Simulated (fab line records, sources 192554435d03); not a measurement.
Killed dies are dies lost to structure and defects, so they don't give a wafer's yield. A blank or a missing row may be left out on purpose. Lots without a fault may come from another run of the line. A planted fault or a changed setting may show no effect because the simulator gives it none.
Chamber matching | flow n5_finfet | N5_BEOL_M2_STRIP_19 on rie_diel-03: 4 sister chambers
The step strips in O2. 18 wafers are shown with their chamber, then 9 later ones without.

WAFERS WITH THEIR CHAMBER
wafer  | chamber | showerhead_plenum_p_Torr (Torr) | drypump_motor_current_A (A) | oes_product_au (a.u.)
L079.1 | 1       | 2.14                            | 5.9                         | 0.97
L079.2 | 3       | 2.19                            | 6.1                         | 0.77
L079.3 | 0       | 2.08                            | 5.6                         | 0.70
L079.4 | 2       | 1.93                            | 6.1                         | 0.74
L079.5 | 0       | 2.08                            | 5.5                         | 0.70
L079.6 | 3       | 2.19                            | 6.2                         | 0.77
L080.1 | 2       | 1.92                            | 6.2                         | 0.76
L080.2 | 3       | 2.19                            | 6.2                         | 0.78
L080.4 | 0       | 2.08                            | 5.6                         | 0.70
L083.1 | 1       | 2.14                            | 5.9                         | 0.94
L083.3 | 3       | 2.19                            | 6.1                         | 0.76
L083.4 | 2       | 1.92                            | 6.2                         | 0.74
L087.1 | 2       | 1.92                            | 6.1                         | 0.73
L087.2 | 0       | 2.07                            | 5.6                         | 0.68
L087.5 | 0       | 2.07                            | 5.5                         | 0.69
L088.1 | 1       | 2.13                            | 5.9                         | 0.90
L088.2 | 2       | 1.92                            | 6.2                         | 0.73
L088.3 | 0       | 2.07                            | 5.5                         | 0.68

SIGNATURES (means of the wafers above)
reading                  | chamber 0 | chamber 1 | chamber 2 | chamber 3 | scatter within a chamber
showerhead_plenum_p_Torr | 2.0750    | 2.1367    | 1.9220    | 2.1900    | 0.0046
drypump_motor_current_A  | 5.550     | 5.900     | 6.160     | 6.150     | 0.0514
oes_product_au           | 0.6917    | 0.9367    | 0.7400    | 0.7700    | 0.0164
Rule: a wafer's distance from a chamber is the root of the sum, over the readings, of the square of ((its reading less the chamber's mean) divided by the reading's scatter). The wafer belongs to the nearest chamber; if the next one is less than 2 further off, it can't be placed. The scatter: the root of (the sum of the squares of (reading less its chamber's mean) over the shown wafers, divided by (wafers less chambers)).

WAFERS WITHOUT THEIR CHAMBER
wafer  | showerhead_plenum_p_Torr (Torr) | drypump_motor_current_A (A) | oes_product_au (a.u.)
L088.4 | 2.19                            | 6.1                         | 0.76
L088.5 | 2.19                            | 6.1                         | 0.76
L088.6 | 2.07                            | 5.6                         | 0.68
L090.1 | 2.07                            | 5.5                         | 0.68
L090.2 | 2.13                            | 5.9                         | 0.90
L090.5 | 2.19                            | 6.1                         | 0.76
L095.2 | 2.13                            | 5.9                         | 0.88
L095.3 | 2.18                            | 6.1                         | 0.74
L095.5 | 2.18                            | 6.2                         | 0.75

WHICH CHAMBER EACH WENT THROUGH
wafer  | from the rows above | in truth
L088.4 | 3                   | 3
L088.5 | 3                   | 3
L088.6 | 0                   | 0
L090.1 | 0                   | 0
L090.2 | 1                   | 1
L090.5 | 3                   | 3
L095.2 | 1                   | 1
L095.3 | 3                   | 3
L095.5 | 3                   | 3
Placed correctly: 9 of 9. Can't be placed from these rows: 0. Placed wrongly: 0.
